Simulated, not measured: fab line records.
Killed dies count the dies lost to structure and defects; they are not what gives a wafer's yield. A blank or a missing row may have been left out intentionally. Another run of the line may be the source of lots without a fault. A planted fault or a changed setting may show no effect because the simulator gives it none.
fab line records    flow nand_harc
record: lots: 24  wafers: 72  last_day: 34
route steps=1302 shown P_M2@334 P_BONDPAD@376
lots that met no fault: from a run of the same line without faults
start_h: hours from the record's opening day to when the first of the lot's shown wafers began    wait_h: hours elapsed since this lot's preceding step    " as in the row above    L1.1+2: one row covering several wafers at once    - no value, or no start given    * or withheld: withheld    < > ~ a bound
route shown NAME@n: a module of which the file shows steps, and the number in the route of the first    usual: mean and standard deviation over wafers with no fault    same: alike in all rows    chamber/n: place in a boat    sites: the reading at each site    _std_site: the values' standard deviation    _edge_site: outer sites' mean less inner sites'    radius_mm: how far each site lies from the wafer's centre    mask NAME#n: copy n    behind: the tool/chamber that last shaped the wafer    hold: why the lot was held/for how many hours/how that ended    device: which transistor (n, p or np) failed to switch    end of line: the route-end tests of the same wafers    a step with no rows: only its recipe    killed: dies lost to structure and defects at the first sort, not the wafer's yield    map: the dies of a wafer, with x for killed, . for not killed, _ for no die there
set.NAME: the setting as run; set.NAME@STEP: as run at that earlier step    model.NAME: the simulator's own value behind a step, which no gauge read
route steps across a sampled set of lots; one table per step, one row per wafer
services: from which hour (start_h, from the record's first day; less than 0 if before it) a tool's chamber was out of use, for how many hours, and why
== steps ==
step: NHARC_P_M2_CD_MEAS_16
usual: cd_nm: 170.0/0.62
lot.wafer  tool       chamber  start_h  wait_h  cd_nm
L074.1     cd_sem-02  -        130.15   -       170.8
L074.2     "          -        "        "       169.4
L074.3     "          -        "        "       169.6
L075.2     cd_sem-03  -        138.14   -       170.5
L075.3     "          -        "        "       170.7
L075.6     "          -        "        "       170.0
L076.1     cd_sem-01  -        150.99   -       170.6
L076.5     "          -        "        "       169.8
L076.6     "          -        "        "       170.4
L077.3     cd_sem-01  -        166.18   -       169.5
L077.4     "          -        "        "       169.1
L077.5     "          -        "        "       168.6
L078.3     cd_sem-01  -        166.65   -       169.4
L078.5     "          -        "        "       170.2
L078.6     "          -        "        "       170.1
L079.1     cd_sem-01  -        175.82   -       170.4
L079.5     "          -        "        "       171.1
L079.6     "          -        "        "       170.3
L080.1     cd_sem-01  -        192.49   -       169.8
L080.4     "          -        "        "       171.2
L080.5     "          -        "        "       169.8
L081.2     cd_sem-01  -        197.52   -       170.4
L081.3     "          -        "        "       170.1
L081.4     "          -        "        "       170.3
L082.2     cd_sem-03  -        219.05   -       169.2
L082.3     "          -        "        "       169.8
L082.5     "          -        "        "       170.0
L083.1     cd_sem-03  -        223.11   -       170.5
L083.2     "          -        "        "       170.7
L083.4     "          -        "        "       170.7
L084.1     cd_sem-02  -        227.08   -       170.1
L084.2     "          -        "        "       170.0
L084.6     "          -        "        "       169.4
L085.2     cd_sem-01  -        239.82   -       169.5
L085.4     "          -        "        "       170.4
L085.5     "          -        "        "       168.7
L086.1     cd_sem-02  -        245.57   -       170.0
L086.4     "          -        "        "       170.7
L086.5     "          -        "        "       170.9
L087.1     cd_sem-03  -        256.47   -       169.3
L087.2     "          -        "        "       169.6
L087.3     "          -        "        "       169.6
L089.1     cd_sem-01  -        276.30   -       170.2
L089.3     "          -        "        "       170.5
L089.5     "          -        "        "       170.5
L088.2     cd_sem-01  -        277.26   -       168.6
L088.3     "          -        "        "       170.6
L088.5     "          -        "        "       170.5
L090.3     cd_sem-01  -        291.12   -       169.4
L090.4     "          -        "        "       171.0
L090.5     "          -        "        "       169.6
L091.1     cd_sem-03  -        294.88   -       169.3
L091.2     "          -        "        "       169.6
L091.6     "          -        "        "       169.1
L092.2     cd_sem-03  -        314.80   -       168.9
L092.5     "          -        "        "       169.4
L092.6     "          -        "        "       168.8
L093.1     cd_sem-03  -        319.32   -       170.7
L093.4     "          -        "        "       169.9
L093.5     "          -        "        "       169.7
L094.1     cd_sem-03  -        332.67   -       169.4
L094.3     "          -        "        "       169.4
L094.4     "          -        "        "       169.4
L095.2     cd_sem-02  -        334.36   -       170.0
L095.3     "          -        "        "       170.1
L095.6     "          -        "        "       170.1
L096.4     cd_sem-03  -        350.84   -       170.0
L096.5     "          -        "        "       170.7
L096.6     "          -        "        "       170.7
L097.1     cd_sem-01  -        367.97   -       170.3
L097.2     "          -        "        "       170.2
L097.4     "          -        "        "       169.5
step: NHARC_P_M2_DEGAS_29
recipe: temp_c: 250  time_s: 60
usual: heater_power_w: 348/30
lot.wafer  tool            chamber  start_h  wait_h  heater_power_w
L074.3     pvd_sputter-01  -        130.87   -       377
L074.1     "               -        "        "       356
L074.2     "               -        "        "       349
L075.2     pvd_sputter-02  -        138.86   -       328
L075.3     "               -        "        "       359
L075.6     "               -        "        "       298
L076.1     pvd_sputter-03  -        151.70   -       332
L076.5     "               -        "        "       326
L076.6     "               -        "        "       347
L077.4     pvd_sputter-01  -        166.89   -       358
L077.3     "               -        "        "       381
L077.5     "               -        "        "       351
L078.3     pvd_sputter-02  -        167.36   -       345
L078.5     "               -        "        "       352
L078.6     "               -        "        "       291
L079.1     pvd_sputter-01  -        176.53   -       350
L079.5     "               -        "        "       345
L079.6     "               -        "        "       356
L080.4     pvd_sputter-02  -        193.26   -       335
L080.1     "               -        "        "       357
L080.5     "               -        "        "       333
L081.2     pvd_sputter-03  -        198.23   -       374
L081.4     "               -        "        "       339
L081.3     "               -        "        "       336
L082.2     pvd_sputter-01  -        219.82   -       385
L082.3     "               -        "        "       358
L082.5     "               -        "        "       356
L083.1     pvd_sputter-03  -        223.86   -       371
L083.2     "               -        "        "       335
L083.4     "               -        "        "       327
L084.2     pvd_sputter-02  -        227.82   -       325
L084.1     "               -        "        "       423
L084.6     "               -        "        "       290
L085.4     pvd_sputter-02  -        240.64   -       339
L085.2     "               -        "        "       414
L085.5     "               -        "        "       341
L086.1     pvd_sputter-02  -        246.33   -       413
L086.4     "               -        "        "       352
L086.5     "               -        "        "       290
L087.1     pvd_sputter-03  -        257.25   -       336
L087.3     "               -        "        "       391
L087.2     "               -        "        "       344
L089.1     pvd_sputter-01  -        277.03   -       357
L089.3     "               -        "        "       350
L089.5     "               -        "        "       333
L088.2     pvd_sputter-03  -        277.97   -       332
L088.3     "               -        "        "       333
L088.5     "               -        "        "       332
L090.3     pvd_sputter-03  -        291.83   -       395
L090.4     "               -        "        "       334
L090.5     "               -        "        "       384
L091.2     pvd_sputter-03  -        295.59   -       395
L091.1     "               -        "        "       347
L091.6     "               -        "        "       403
L092.2     pvd_sputter-01  -        315.60   -       317
L092.5     "               -        "        "       354
L092.6     "               -        "        "       319
L093.1     pvd_sputter-02  -        320.03   -       296
L093.4     "               -        "        "       356
L093.5     "               -        "        "       294
L094.4     pvd_sputter-01  -        333.45   -       363
L094.3     "               -        "        "       342
L094.1     "               -        "        "       329
L095.3     pvd_sputter-03  -        335.14   -       331
L095.2     "               -        "        "       345
L095.6     "               -        "        "       326
L096.4     pvd_sputter-01  -        351.56   -       355
L096.5     "               -        "        "       318
L096.6     "               -        "        "       360
L097.4     pvd_sputter-02  -        368.68   -       349
L097.2     "               -        "        "       292
L097.1     "               -        "        "       391
step: NHARC_P_BONDPAD_PVD_17
recipe: target_thk_a: 50  bias_v: 168.6  power_w: 15000  chamber_pressure_pa: 0.12  time_s: 8.06  substrate_temp_c: 50  material: TaN
usual: throttle_valve_pct: 30.5/0.82
lot.wafer  tool            chamber  start_h  wait_h  throttle_valve_pct
L074.2     pvd_sputter-02  -        -        -       30.1
L074.3     "               -        "        "       30.4
L074.1     "               -        "        "       30.0
L075.3     pvd_sputter-02  -        -        -       30.7
L075.2     "               -        "        "       29.9
L075.6     "               -        "        "       30.6
L076.1     pvd_sputter-03  -        -        -       30.2
L076.6     "               -        "        "       30.5
L076.5     "               -        "        "       31.1
L077.4     pvd_sputter-02  -        -        -       30.7
L077.3     "               -        "        "       30.1
L077.5     "               -        "        "       30.2
L078.3     pvd_sputter-01  -        -        -       29.0
L078.6     "               -        "        "       28.8
L078.5     "               -        "        "       30.8
L079.1     pvd_sputter-01  -        -        -       30.9
L079.5     "               -        "        "       29.2
L079.6     "               -        "        "       30.9
L080.4     pvd_sputter-02  -        -        -       30.8
L080.1     "               -        "        "       30.2
L080.5     "               -        "        "       30.9
L081.2     pvd_sputter-01  -        -        -       31.3
L081.3     "               -        "        "       31.1
L081.4     "               -        "        "       31.1
L082.2     pvd_sputter-02  -        -        -       30.4
L082.3     "               -        "        "       29.9
L082.5     "               -        "        "       30.7
L083.1     pvd_sputter-03  -        -        -       32.2
L083.2     "               -        "        "       30.5
L083.4     "               -        "        "       29.7
L084.2     pvd_sputter-03  -        -        -       30.0
L084.1     "               -        "        "       32.2
L084.6     "               -        "        "       30.9
L085.2     pvd_sputter-03  -        -        -       30.6
L085.4     "               -        "        "       31.0
L085.5     "               -        "        "       30.2
L086.4     pvd_sputter-02  -        -        -       30.4
L086.1     "               -        "        "       30.8
L086.5     "               -        "        "       30.0
L087.3     pvd_sputter-02  -        -        -       30.1
L087.2     "               -        "        "       30.1
L087.1     "               -        "        "       30.8
L089.3     pvd_sputter-02  -        -        -       30.0
L089.1     "               -        "        "       30.4
L089.5     "               -        "        "       30.4
L088.2     pvd_sputter-03  -        -        -       30.7
L088.3     "               -        "        "       30.1
L088.5     "               -        "        "       30.0
L090.3     pvd_sputter-01  -        -        -       30.8
L090.4     "               -        "        "       32.2
L090.5     "               -        "        "       31.1
L091.1     pvd_sputter-01  -        -        -       29.2
L091.2     "               -        "        "       29.9
L091.6     "               -        "        "       31.1
L092.2     pvd_sputter-03  -        -        -       31.1
L092.5     "               -        "        "       31.9
L092.6     "               -        "        "       30.1
L093.1     pvd_sputter-03  -        -        -       29.4
L093.4     "               -        "        "       30.4
L093.5     "               -        "        "       30.7
L094.3     pvd_sputter-01  -        -        -       32.0
L094.1     "               -        "        "       29.2
L094.4     "               -        "        "       29.7
L095.3     pvd_sputter-02  -        -        -       29.4
L095.2     "               -        "        "       30.5
L095.6     "               -        "        "       29.7
L096.4     pvd_sputter-01  -        -        -       29.1
L096.5     "               -        "        "       30.9
L096.6     "               -        "        "       32.3
L097.4     pvd_sputter-01  -        -        -       32.0
L097.1     "               -        "        "       29.6
L097.2     "               -        "        "       30.9
step: NHARC_P_BONDPAD_ANNEAL_28
recipe: temp_c: 225  time_s: 90
usual: wafer_temp_C_max: 225.93/0.2
lot.wafer  tool           chamber  start_h  wait_h  wafer_temp_C_max
L074.1     rtp_anneal-02  0        136.29   -       225.88
L074.2     "              0        "        "       225.73
L074.3     "              0        "        "       225.62
L075.2     rtp_anneal-01  0        144.08   0.4     226.11
L075.3     "              0        "        "       226.03
L075.6     "              0        "        "       225.99
L076.1     rtp_anneal-01  0        156.87   -       225.84
L076.5     "              0        "        "       225.88
L076.6     "              0        "        "       225.73
L077.3     rtp_anneal-01  0        172.28   0.3     226.02
L077.4     "              0        "        "       225.77
L077.5     "              0        "        "       225.84
L078.3     rtp_anneal-02  0        172.89   -       225.77
L078.5     "              0        "        "       225.82
L078.6     "              0        "        "       225.89
L079.1     rtp_anneal-01  0        181.78   0.3     225.99
L079.5     "              0        "        "       225.69
L079.6     "              0        "        "       225.90
L080.1     rtp_anneal-01  0        198.92   -       225.94
L080.4     "              0        "        "       226.14
L080.5     "              0        "        "       225.73
L081.2     rtp_anneal-02  0        203.68   -       225.66
L081.3     "              0        "        "       225.89
L081.4     "              0        "        "       225.89
L082.2     rtp_anneal-01  0        225.04   0.3     226.18
L082.3     "              0        "        "       225.89
L082.5     "              0        "        "       225.80
L083.1     rtp_anneal-02  0        229.23   -       226.04
L083.2     "              0        "        "       225.66
L083.4     "              0        "        "       225.85
L084.1     rtp_anneal-01  0        233.25   0.3     225.80
L084.2     "              0        "        "       225.91
L084.6     "              0        "        "       225.97
L085.2     rtp_anneal-01  0        245.92   0.3     226.19
L085.4     "              0        "        "       225.95
L085.5     "              0        "        "       225.98
L086.1     rtp_anneal-02  0        251.49   0.3     226.18
L086.4     "              0        "        "       225.63
L086.5     "              0        "        "       226.41
L087.1     rtp_anneal-01  0        262.41   -       225.82
L087.2     "              0        "        "       226.28
L087.3     "              0        "        "       226.50
L089.1     rtp_anneal-01  0        282.09   -       226.00
L089.3     "              0        "        "       226.07
L089.5     "              0        "        "       225.80
L088.2     rtp_anneal-02  0        283.14   0.4     226.13
L088.3     "              0        "        "       226.17
L088.5     "              0        "        "       225.80
L090.3     rtp_anneal-02  0        297.46   -       226.21
L090.4     "              0        "        "       225.32
L090.5     "              0        "        "       225.49
L091.1     rtp_anneal-02  0        300.83   -       225.90
L091.2     "              0        "        "       225.80
L091.6     "              0        "        "       225.74
L092.2     rtp_anneal-02  0        321.17   0.3     226.33
L092.5     "              0        "        "       225.74
L092.6     "              0        "        "       225.78
L093.1     rtp_anneal-01  0        325.48   -       225.98
L093.4     "              0        "        "       225.98
L093.5     "              0        "        "       225.55
L094.1     rtp_anneal-01  0        338.83   -       226.07
L094.3     "              0        "        "       225.69
L094.4     "              0        "        "       226.06
L095.2     rtp_anneal-02  0        340.39   0.4     225.88
L095.3     "              0        "        "       226.16
L095.6     "              0        "        "       226.03
L096.4     rtp_anneal-02  0        356.93   -       226.10
L096.5     "              0        "        "       226.03
L096.6     "              0        "        "       225.99
L097.1     rtp_anneal-02  0        374.00   -       225.84
L097.2     "              0        "        "       225.66
L097.4     "              0        "        "       225.86
step: NHARC_P_BONDPAD_CMP_19
recipe: t_overpolish_s: 30  cu_recess_touch_s: 16  target_thk_nm: 160.81
usual: motor_current_A: 12.6/1.2  overpolish_run_s: 30.000/0.0086
lot.wafer  tool    chamber  start_h  wait_h  motor_current_A  overpolish_run_s
L074.2     cmp-03  0        136.64   -       13.2             30.012
L074.1     "       2        "        "       11.8             29.985
L074.3     "       3        "        "       11.4             30.003
L075.3     cmp-01  0        144.37   -       12.2             30.004
L075.2     "       2        "        "       11.4             30.005
L075.6     "       1        "        "       12.9             30.002
L076.1     cmp-01  3        157.30   -       15.3             29.996
L076.6     "       0        "        "       11.9             29.990
L076.5     "       1        "        "       12.0             30.003
L077.3     cmp-03  0        172.53   -       12.3             29.998
L077.4     "       3        "        "       12.1             30.000
L077.5     "       0        "        "       13.1             29.986
L078.3     cmp-01  0        173.13   -       11.9             29.992
L078.6     "       0        "        "       11.7             30.012
L078.5     "       1        "        "       13.2             30.012
L079.1     cmp-01  1        182.15   -       13.2             29.989
L079.5     "       0        "        "       11.8             29.999
L079.6     "       1        "        "       12.5             29.997
L080.1     cmp-04  1        199.27   -       12.1             30.010
L080.4     "       3        "        "       13.1             30.009
L080.5     "       2        "        "       12.8             29.981
L081.4     cmp-01  2        203.97   -       10.5             30.014
L081.3     "       3        "        "       15.6             30.000
L081.2     "       1        "        "       12.6             30.000
L082.2     cmp-01  2        225.40   -       11.2             30.006
L082.3     "       3        "        "       14.8             30.003
L082.5     "       0        "        "       11.8             29.982
L083.1     cmp-03  2        229.58   -       11.9             29.994
L083.2     "       3        "        "       12.5             30.017
L083.4     "       1        "        "       13.7             30.016
L084.1     cmp-04  2        233.60   -       12.8             29.999
L084.2     "       0        "        "       11.0             29.985
L084.6     "       3        "        "       12.9             30.017
L085.2     cmp-03  0        246.24   -       12.6             30.007
L085.4     "       2        "        "       11.7             29.989
L085.5     "       3        "        "       11.8             30.005
L086.1     cmp-04  2        251.90   -       12.6             29.996
L086.4     "       3        "        "       12.2             29.995
L086.5     "       1        "        "       12.4             29.999
L087.2     cmp-04  1        262.75   -       13.3             30.005
L087.1     "       3        "        "       12.8             30.001
L087.3     "       0        "        "       10.5             30.004
L089.1     cmp-01  1        282.46   -       13.4             30.007
L089.3     "       3        "        "       15.0             30.017
L089.5     "       1        "        "       12.5             29.997
L088.3     cmp-01  3        283.49   -       14.6             30.002
L088.2     "       0        "        "       11.8             29.998
L088.5     "       1        "        "       12.9             30.008
L090.4     cmp-03  2        297.73   -       12.0             29.999
L090.3     "       3        "        "       11.8             30.010
L090.5     "       1        "        "       14.3             30.002
L091.2     cmp-01  3        301.21   -       13.9             30.008
L091.1     "       0        "        "       12.1             29.997
L091.6     "       3        "        "       13.5             29.995
L092.2     cmp-01  1        321.56   -       12.2             29.998
L092.5     "       2        "        "       10.7             29.994
L092.6     "       3        "        "       14.9             30.001
L093.1     cmp-01  0        325.85   -       12.6             29.992
L093.4     "       2        "        "       11.3             30.010
L093.5     "       3        "        "       15.0             29.996
L094.4     cmp-04  2        339.20   -       12.8             30.011
L094.3     "       3        "        "       13.5             29.998
L094.1     "       0        "        "       11.2             29.976
L095.3     cmp-03  3        340.69   -       11.0             29.991
L095.2     "       0        "        "       12.8             29.984
L095.6     "       3        "        "       11.7             30.000
L096.4     cmp-04  0        357.15   -       10.6             29.995
L096.5     "       3        "        "       12.7             30.000
L096.6     "       0        "        "       11.4             30.006
L097.1     cmp-03  3        374.34   -       12.1             29.999
L097.4     "       0        "        "       13.2             29.994
L097.2     "       2        "        "       12.1             29.999
step: NHARC_P_BONDPAD_INSPECT_23
usual: raw_defect_count: 345/110
lot.wafer  tool               chamber  start_h  wait_h  raw_defect_count
L074.1     defect_inspect-02  -        137.17   0.0     181
L074.2     "                  -        "        "       258
L074.3     "                  -        "        "       231
L075.2     defect_inspect-01  -        144.91   0.0     267
L075.3     "                  -        "        "       602
L075.6     "                  -        "        "       271
L076.1     defect_inspect-01  -        157.76   0.0     179
L076.5     "                  -        "        "       295
L076.6     "                  -        "        "       203
L077.3     defect_inspect-01  -        173.09   0.0     520
L077.4     "                  -        "        "       421
L077.5     "                  -        "        "       355
L078.3     defect_inspect-02  -        173.68   0.0     270
L078.5     "                  -        "        "       632
L078.6     "                  -        "        "       255
L079.1     defect_inspect-02  -        182.67   0.0     601
L079.5     "                  -        "        "       411
L079.6     "                  -        "        "       288
L080.1     defect_inspect-02  -        199.82   0.0     276
L080.4     "                  -        "        "       176
L080.5     "                  -        "        "       214
L081.2     defect_inspect-02  -        204.51   0.0     260
L081.3     "                  -        "        "       428
L081.4     "                  -        "        "       411
L082.2     defect_inspect-02  -        225.87   0.0     268
L082.3     "                  -        "        "       335
L082.5     "                  -        "        "       238
L083.1     defect_inspect-02  -        230.12   0.0     344
L083.2     "                  -        "        "       472
L083.4     "                  -        "        "       720
L084.1     defect_inspect-01  -        234.14   0.0     280
L084.2     "                  -        "        "       221
L084.6     "                  -        "        "       334
L085.2     defect_inspect-01  -        246.78   0.0     247
L085.4     "                  -        "        "       313
L085.5     "                  -        "        "       293
L086.1     defect_inspect-01  -        252.36   0.0     275
L086.4     "                  -        "        "       345
L086.5     "                  -        "        "       408
L087.1     defect_inspect-02  -        263.33   0.1     225
L087.2     "                  -        "        "       420
L087.3     "                  -        "        "       203
L089.1     defect_inspect-02  -        282.96   0.0     303
L089.3     "                  -        "        "       580
L089.5     "                  -        "        "       412
L088.2     defect_inspect-02  -        283.98   0.0     301
L088.3     "                  -        "        "       301
L088.5     "                  -        "        "       214
L090.3     defect_inspect-01  -        298.25   0.0     396
L090.4     "                  -        "        "       232
L090.5     "                  -        "        "       310
L091.1     defect_inspect-02  -        301.71   0.0     273
L091.2     "                  -        "        "       558
L091.6     "                  -        "        "       383
L092.2     defect_inspect-02  -        322.01   0.0     425
L092.5     "                  -        "        "       246
L092.6     "                  -        "        "       194
L093.1     defect_inspect-02  -        326.36   0.0     236
L093.4     "                  -        "        "       551
L093.5     "                  -        "        "       307
L094.1     defect_inspect-01  -        339.69   0.0     383
L094.3     "                  -        "        "       276
L094.4     "                  -        "        "       381
L095.2     defect_inspect-01  -        341.24   0.0     364
L095.3     "                  -        "        "       397
L095.6     "                  -        "        "       261
L096.4     defect_inspect-02  -        357.67   0.0     255
L096.5     "                  -        "        "       277
L096.6     "                  -        "        "       327
L097.1     defect_inspect-02  -        374.87   0.0     414
L097.2     "                  -        "        "       412
L097.4     "                  -        "        "       638
== services ==
tool            chamber  start_h  hours  kind
pvd_sputter-03  -        109.71   1.9    repair
cmp-04          -        111.09   4.0    pm
cmp-01          -        120.61   22.2   repair
cmp-03          -        121.49   0.6    repair
cmp-03          -        156.50   0.9    repair
cmp-03          -        162.09   4.0    pm
pvd_sputter-03  -        170.02   10.0   pm
pvd_sputter-02  -        177.69   2.0    repair
cmp-01          -        186.72   4.0    pm
pvd_sputter-03  -        187.09   10.1   repair
cmp-03          -        202.04   0.6    repair
cmp-01          -        206.30   3.2    repair
pvd_sputter-02  -        206.90   1.7    repair
cmp-03          -        225.66   0.9    repair
pvd_sputter-01  -        228.43   10.0   pm
pvd_sputter-01  -        239.31   23.7   repair
cmp-03          -        260.09   4.0    pm
pvd_sputter-02  -        282.00   10.0   pm
cmp-01          -        284.72   4.0    pm
cmp-01          -        313.45   2.4    repair
cmp-03          -        322.33   0.6    repair
pvd_sputter-03  -        348.04   10.0   pm
cmp-03          -        358.09   4.0    pm
rtp_anneal-01   -        372.00   12.0   pm
== key ==
fault none
